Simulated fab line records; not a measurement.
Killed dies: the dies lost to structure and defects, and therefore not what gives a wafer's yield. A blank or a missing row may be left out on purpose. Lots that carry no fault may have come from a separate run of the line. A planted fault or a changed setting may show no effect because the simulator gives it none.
Chamber matching + flow nandHarc + rieDiel-13 running NHARC_A_SGD_CUT_ETCH_58: 4 sister chambers
The step etches the open film in CF4, target depth 39 nm, time 65 s. 16 wafers are shown with their chamber, then 8 later ones without.

## WAFERS WITH THEIR CHAMBER
| wafer  | chamber | drypumpMotorCurrentA (A) | rfVppV (V) | oesProductAu (a.u.) |
|--------|---------|--------------------------|------------|---------------------|
| L076.1 | 2       | 5.9                      | 151.2      | 0.999               |
| L076.3 | 3       | 5.2                      | 150.2      | 0.991               |
| L076.5 | 1       | 5.3                      | 151.7      | 1.002               |
| L074.3 | 3       | 5.2                      | 149.8      | 0.994               |
| L074.4 | 2       | 5.9                      | 152.4      | 1.011               |
| L074.5 | 3       | 5.1                      | 148.3      | 1.011               |
| L080.3 | 2       | 5.9                      | 152.1      | 1.009               |
| L080.5 | 3       | 5.2                      | 151.2      | 1.006               |
| L080.6 | 0       | 6.0                      | 150.4      | 1.008               |
| L085.2 | 0       | 6.0                      | 149.2      | 1.003               |
| L085.4 | 3       | 5.1                      | 148.6      | 0.992               |
| L085.6 | 2       | 5.9                      | 150.5      | 1.010               |
| L087.1 | 3       | 5.2                      | 149.1      | 0.988               |
| L087.2 | 1       | 5.3                      | 151.8      | 1.007               |
| L087.5 | 2       | 5.9                      | 150.9      | 1.004               |
| L088.3 | 0       | 6.0                      | 150.7      | 1.003               |

SIGNATURES (averages over the wafers above)
| reading              | chamber 0 | chamber 1 | chamber 2 | chamber 3 | scatter within a chamber |
|----------------------|-----------|-----------|-----------|-----------|--------------------------|
| drypumpMotorCurrentA | 6.000     | 5.300     | 5.900     | 5.167     | 0.0333                   |
| rfVppV               | 150.100   | 151.750   | 151.420   | 149.533   | 0.9                      |
| oesProductAu         | 1.00467   | 1.00450   | 1.00660   | 0.99700   | 0.00682                  |
Rule: distance of a wafer from a chamber = root of the sum over the readings of ((wafer's reading minus chamber's mean) / reading's scatter) squared. If the next closest chamber is less than 2 further off than the closest, the wafer can't be placed; otherwise it belongs to the closest. The scatter: take each reading less its chamber's mean, square it, sum over the shown wafers, divide by the number of wafers less the number of chambers, and take the root.

## WAFERS WITHOUT THEIR CHAMBER
| wafer  | drypumpMotorCurrentA (A) | rfVppV (V) | oesProductAu (a.u.) |
|--------|--------------------------|------------|---------------------|
| L088.4 | 5.3                      | 151.6      | 1.011               |
| L088.5 | 5.2                      | 149.8      | 0.997               |
| L090.1 | 5.3                      | 152.8      | 0.996               |
| L090.2 | 6.1                      | 151.0      | 0.998               |
| L090.5 | 6.0                      | 149.5      | 1.005               |
| L097.1 | 6.0                      | 149.6      | 1.006               |
| L097.3 | 5.3                      | 151.1      | 0.998               |
| L097.6 | 6.0                      | 149.7      | 1.004               |

## THE CHAMBER EACH PASSED THROUGH
| wafer  | from the rows above | in truth |
|--------|---------------------|----------|
| L088.4 | 1                   | 1        |
| L088.5 | 3                   | 3        |
| L090.1 | 1                   | 1        |
| L090.2 | 0                   | 0        |
| L090.5 | 0                   | 0        |
| L097.1 | 0                   | 0        |
| L097.3 | 1                   | 1        |
| L097.6 | 0                   | 0        |
Placed correctly: 8 of 8. Not placeable from these rows: 0. Number placed wrongly: 0.
